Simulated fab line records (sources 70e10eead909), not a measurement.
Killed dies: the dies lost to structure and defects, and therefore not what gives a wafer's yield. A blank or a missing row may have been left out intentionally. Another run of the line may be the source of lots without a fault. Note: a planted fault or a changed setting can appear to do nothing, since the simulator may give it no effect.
Which tool was responsible? -- flow nandHarc -- 13 lots with 39 wafers sampled at 4 steps, on a route of 1302 steps

== WHAT EACH GAUGE READ, for each wafer ==
Not one reading of a measure or inspect step in the record can be checked against a usual standard deviation.

== WHICH TOOL RAN EACH LOT (tool, then ch and the chambers of the sampled wafers, then the start) ==
lot,NHARC_A_CHANNEL_FILL_D2_CMP_10,NHARC_A_STAIRCASE_DEP_156,NHARC_A_STAIRCASE_ETCH_21,NHARC_A_STAIRCASE_TRIM_22
L515,"cmp-04 ch 0,1, day 15 18:15","pecvd-02 ch 0,2, day 15 18:58","rieDiel-12 ch 0,1,2, day 15 23:12","rieDiel-12 ch 1,2, no start"
L514,"cmp-03 ch 0,3, day 15 20:38","pecvd-02 ch 1,2, day 15 21:31","rieDiel-03 ch 0,1,3, day 16 01:56","rieDiel-03 ch 0,1, no start"
L516,"cmp-03 ch 0,1,3, day 16 15:11","pecvd-04 ch 0,1,2, day 16 16:11","rieDiel-12 ch 0,1, day 16 20:34","rieDiel-12 ch 0,1, day 16 20:42"
L518,"cmp-04 ch 0,2, day 17 11:05","pecvd-02 ch 0, day 17 11:47","rieDiel-03 ch 0,2, day 17 17:40","rieDiel-03 ch 0,3, no start"
L521,"cmp-02 ch 0,1,2, day 18 20:14","pecvd-02 ch 0,2, day 18 20:53","rieDiel-12 ch 1,2,3, day 19 01:00","rieDiel-12 ch 2,3, no start"
L522,"cmp-04 ch 1,2, day 20 04:38","pecvd-03 ch 2, day 20 05:20","rieDiel-12 ch 0,3, day 20 09:37","rieDiel-12 ch 0,3, no start"
L524,"cmp-02 ch 0,1,2, day 20 04:39","pecvd-02 ch 0,2, day 20 05:24","rieDiel-12 ch 0,2, day 20 10:33","rieDiel-12 ch 1,2,3, no start"
L523,"cmp-02 ch 2,3, day 20 08:32","pecvd-04 ch 0,1, day 20 09:14","rieDiel-08 ch 0,1,2, day 20 13:21","rieDiel-08 ch 0,1,3, no start"
L527,"cmp-04 ch 0,1,3, day 20 14:28","pecvd-04 ch 0,2, day 20 15:18","rieDiel-12 ch 0,1, day 20 20:40","rieDiel-12 ch 0,1,2, no start"
L526,"cmp-04 ch 2,3, day 20 20:14","pecvd-04 ch 1,2, day 20 21:00","rieDiel-12 ch 0,2, day 21 01:19","rieDiel-12 ch 1,2, no start"
L530,"cmp-03 ch 0,3, day 22 08:25","pecvd-02 ch 0,1, day 22 09:25","rieDiel-08 ch 0,2,3, day 22 13:51","rieDiel-08 ch 0,3, no start"
L534,"cmp-03 ch 0,1, day 23 15:53","pecvd-03 ch 0,1,2, day 23 16:46","rieDiel-12 ch 1,2, day 23 21:16","rieDiel-12 ch 0,3, no start"
L537,"cmp-02 ch 2,3, day 25 07:32","pecvd-03 ch 0,1,2, day 25 08:19","rieDiel-03 ch 0,1,3, day 25 12:43","rieDiel-03 ch 1,2, no start"
- NHARC_A_CHANNEL_FILL_D2_CMP_10: polishes, target thk 150 nm.
- NHARC_A_STAIRCASE_DEP_156: deposits SiNx, target thk 50 nm.
- NHARC_A_STAIRCASE_ETCH_21: etches the open film in C4F8/O2, target depth 100 nm, time 40.5 s.
- NHARC_A_STAIRCASE_TRIM_22: chemistry O2, time 211.2 s.

== WHAT THE TOOLS THEMSELVES READ (means of the sampled wafers that have a number; where no wafer has one, the mark that the record gives instead) ==
NHARC_A_CHANNEL_FILL_D2_CMP_10.
lot,tool,motorCurrentA (A),slurryFilterDpKPa (kPa),timeToEndpointS (s)
L515,cmp-04,14.5,13.44,16.3
L514,cmp-03,11.2,13.58,15.6
L516,cmp-03,11.8,13.71,17.7
L518,cmp-04,13.6,13.51,13.0
L521,cmp-02,11.7,13.53,18.3
L522,cmp-04,12.8,13.54,12.2
L524,cmp-02,11.8,13.55,14.5
L523,cmp-02,13.1,13.27,16.8
L527,cmp-04,13.0,13.45,16.4
L526,cmp-04,10.4,13.55,13.2
L530,cmp-03,11.7,13.47,15.8
L534,cmp-03,11.9,13.45,13.6
L537,cmp-02,12.7,13.62,16.4

NHARC_A_STAIRCASE_DEP_156.
lot,tool,heaterPowerW (W),susceptorTempC (C)
L515,pecvd-02,740,400.19
L514,pecvd-02,720,400.09
L516,pecvd-04,702,400.02
L518,pecvd-02,758,400.12
L521,pecvd-02,667,400.00
L522,pecvd-03,750,399.93
L524,pecvd-02,658,400.02
L523,pecvd-04,606,400.08
L527,pecvd-04,782,400.08
L526,pecvd-04,713,400.11
L530,pecvd-02,737,400.05
L534,pecvd-03,773,400.02
L537,pecvd-03,813,399.95

NHARC_A_STAIRCASE_ETCH_21.
lot,tool,oesProductAu (a.u.),rfVppV (V)
L515,rieDiel-12,0.970,897
L514,rieDiel-03,0.940,899
L516,rieDiel-12,0.931,899
L518,rieDiel-03,0.953,896
L521,rieDiel-12,0.943,896
L522,rieDiel-12,0.939,893
L524,rieDiel-12,0.924,894
L523,rieDiel-08,0.946,888
L527,rieDiel-12,0.951,897
L526,rieDiel-12,0.933,894
L530,rieDiel-08,0.946,889
L534,rieDiel-12,0.848,894
L537,rieDiel-03,0.961,899

NHARC_A_STAIRCASE_TRIM_22.
lot,tool,drypumpMotorCurrentA (A),oesProductAu (a.u.),rfVppV (V),showerheadPlenumPTorr (Torr),throttleValvePct (%)
L515,rieDiel-12,5.4,1.007,58.1,3.52,17.026
L514,rieDiel-03,5.2,0.999,58.7,3.74,17.034
L516,rieDiel-12,5.5,1.006,57.9,3.54,17.039
L518,rieDiel-03,5.2,1.001,57.3,3.56,17.030
L521,rieDiel-12,5.4,1.006,58.2,3.45,17.035
L522,rieDiel-12,5.5,0.997,57.7,3.46,17.036
L524,rieDiel-12,5.5,1.005,58.0,3.50,17.038
L523,rieDiel-08,5.8,1.000,57.2,3.34,17.044
L527,rieDiel-12,5.5,0.997,57.0,3.51,17.039
L526,rieDiel-12,5.3,0.996,57.5,3.50,17.035
L530,rieDiel-08,5.5,0.993,57.2,3.37,17.042
L534,rieDiel-12,5.5,0.993,58.2,3.46,17.021
L537,rieDiel-03,5.5,1.004,59.1,3.55,17.032

== THE ANSWER, worked out from the rows above alone ==
Rule: usual is defined by the lots themselves. Put in order of their means at a reading, lots are off if they are a third of the lots or fewer, leave a main group of 4 or more, and stand apart from it by a gap of 3 or more times the standard deviation of the main group's means; of several such gaps the widest counts. A main group is skipped when, at the precision printed for the reading in the tables above, its means are all equal. A lot without any number at a reading at which 4 lots or more have one is off too. The other lots that the step has rows for count as sound. First the gauges in route order, then the tools' own readings, where a lot's mean is used as printed above. At the first step where some lot is off, the reading lying furthest off is the one used; lots without a number count as furthest.
Off: L534, at NHARC_A_STAIRCASE_ETCH_21 (oesProductAu). The main group has a mean of 0.945 a.u. with a standard deviation of 0.012.
A tool fits if, at that step or a process step before it, it ran every lot that is off, and no sound lot after the first of them. 2 tools fit, cmp-03 at NHARC_A_CHANNEL_FILL_D2_CMP_10 and rieDiel-12 at NHARC_A_STAIRCASE_ETCH_21, so this cannot tell which one it is.

== WHAT HAD BEEN PUT IN BY THE SIMULATOR ==
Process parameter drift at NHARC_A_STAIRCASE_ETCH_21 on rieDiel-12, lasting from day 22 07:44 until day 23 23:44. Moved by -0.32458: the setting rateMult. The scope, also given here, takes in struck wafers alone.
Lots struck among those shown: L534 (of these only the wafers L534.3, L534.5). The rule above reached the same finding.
